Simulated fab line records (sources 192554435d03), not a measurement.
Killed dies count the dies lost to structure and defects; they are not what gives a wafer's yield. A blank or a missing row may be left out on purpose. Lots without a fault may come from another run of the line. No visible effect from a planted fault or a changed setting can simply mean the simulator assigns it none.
What tool caused it? || flow n5Finfet || 29 wafers sampled from 11 lots at 1 step of a route of 1938

WHAT THE GAUGES SHOWED, per wafer
N5_BEOL_M6_OVL_MEAS_29. Usual: V5_OVL gives 0.2 nm (standard deviation 0.64).
{"lot": "L394", "measured": "day 8 12:08", "on": "overlay-02", "V5_OVL (nm)": "0.9 0.8 0.9", "flag": ""}
{"lot": "L395", "measured": "day 8 19:19", "on": "overlay-02", "V5_OVL (nm)": "0.6 0.0 0.1", "flag": ""}
{"lot": "L396", "measured": "day 9 00:30", "on": "overlay-01", "V5_OVL (nm)": "0.0 -0.2", "flag": ""}
{"lot": "L397", "measured": "day 9 11:38", "on": "overlay-01", "V5_OVL (nm)": "0.6 0.1 -0.7", "flag": ""}
{"lot": "L398", "measured": "day 9 22:01", "on": "overlay-02", "V5_OVL (nm)": "0.7 0.3", "flag": ""}
{"lot": "L400", "measured": "day 10 02:41", "on": "overlay-01", "V5_OVL (nm)": "1.0 0.2", "flag": ""}
{"lot": "L403", "measured": "day 10 12:54", "on": "overlay-02", "V5_OVL (nm)": "0.9 0.1 0.1", "flag": ""}
{"lot": "L401", "measured": "day 10 12:57", "on": "overlay-01", "V5_OVL (nm)": "-0.6 -1.1 -0.9", "flag": ""}
{"lot": "L408", "measured": "day 12 02:52", "on": "overlay-02", "V5_OVL (nm)": "0.3 -0.8 -0.1", "flag": ""}
{"lot": "L412", "measured": "day 13 04:57", "on": "overlay-01", "V5_OVL (nm)": "0.7 -0.2", "flag": ""}
{"lot": "L414", "measured": "day 14 06:58", "on": "overlay-01", "V5_OVL (nm)": "-0.2 0.0 -0.3", "flag": ""}

WHAT TOOL EACH LOT RAN ON (gives the tool, then ch and the chambers of the sampled wafers, and finally the start)
The record shows no process step preceding these readings.

WHAT THE TOOLS THEMSELVES READ (means of the sampled wafers that have a number; where no wafer has one, the mark that the record gives instead)
The record holds no such reading with a usual standard deviation.

THE ANSWER, worked out from the rows above alone
Rule: lot off if the mean of its wafers having a number is beyond 3 standard deviations from the usual mean. A lot without any number at a reading at which 4 lots or more have one is off too. All remaining lots with rows at the step are treated as sound. The gauges are gone through in route order, then the tools' own readings, and for those a lot's mean is taken as printed above. The first step at which some lot is off is used, and at that step the reading that is off furthest; a lot without a number counts as furthest.
Nothing can be told from this: no lot is off at any reading shown.

WHAT HAD BEEN PUT IN BY THE SIMULATOR
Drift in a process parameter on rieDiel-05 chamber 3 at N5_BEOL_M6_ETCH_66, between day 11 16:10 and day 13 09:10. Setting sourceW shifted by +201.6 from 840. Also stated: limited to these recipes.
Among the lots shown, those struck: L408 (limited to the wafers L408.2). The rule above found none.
